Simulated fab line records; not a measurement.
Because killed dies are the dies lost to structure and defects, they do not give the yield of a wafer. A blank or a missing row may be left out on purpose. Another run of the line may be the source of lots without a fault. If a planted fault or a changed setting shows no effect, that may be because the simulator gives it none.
Chamber matching    flow n5 finfet    N5_GATE_CUT_SAC_CAP_01 on ald sin-03: 4 sister chambers
The step material SiNx, target thk 24 nm, pulse time 1 s, ald cycles 480. 8 wafers are shown with their chamber, then 8 later ones without.

== WAFERS WITH THEIR CHAMBER ==
wafer   chamber  heater power w (W)  precursor pulse height rel
L079.1  2        866                 0.988
L079.6  1        765                 1.010
L081.6  1        770                 1.022
L086.2  2        865                 0.985
L090.6  3        808                 0.999
L092.5  0        912                 1.017
L092.6  3        828                 1.014
L094.1  0        920                 1.017

== WAFERS MISSING THEIR CHAMBER ==
wafer   heater power w (W)  precursor pulse height rel
L094.2  770                 0.981
L094.3  871                 0.978
L095.1  948                 0.988
L095.3  894                 1.011
L095.5  888                 1.018
L096.1  809                 1.009
L096.5  750                 0.997
L096.6  919                 0.985

== CHAMBER TAKEN BY EACH ==
wafer    from the rows above       in truth
L094.2   1                         1
L094.3   2                         2
L095.1   0                         0
L095.3   0                         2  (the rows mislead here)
L095.5   can't be placed: 0 or 2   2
L096.1   3                         3
L096.5   1                         1
L096.6   0                         0
6 of 8 placed correctly. From these rows, 1 cannot be placed; in 1 the true chamber is one of the candidates. Wrongly placed: 1.
How it was worked out, from the rows above alone: a wafer's distance from a chamber is the root of the sum, over the readings, of the square of ((its reading less the chamber's mean) divided by the reading's scatter). The wafer belongs to the nearest chamber; if the next one is less than 2 further off, it can't be placed. The mean given for a chamber averages the wafers shown for that chamber. The scatter is the square root of a quotient: the sum, over the shown wafers, of each reading's squared deviation from its chamber's mean, divided by wafers minus chambers.
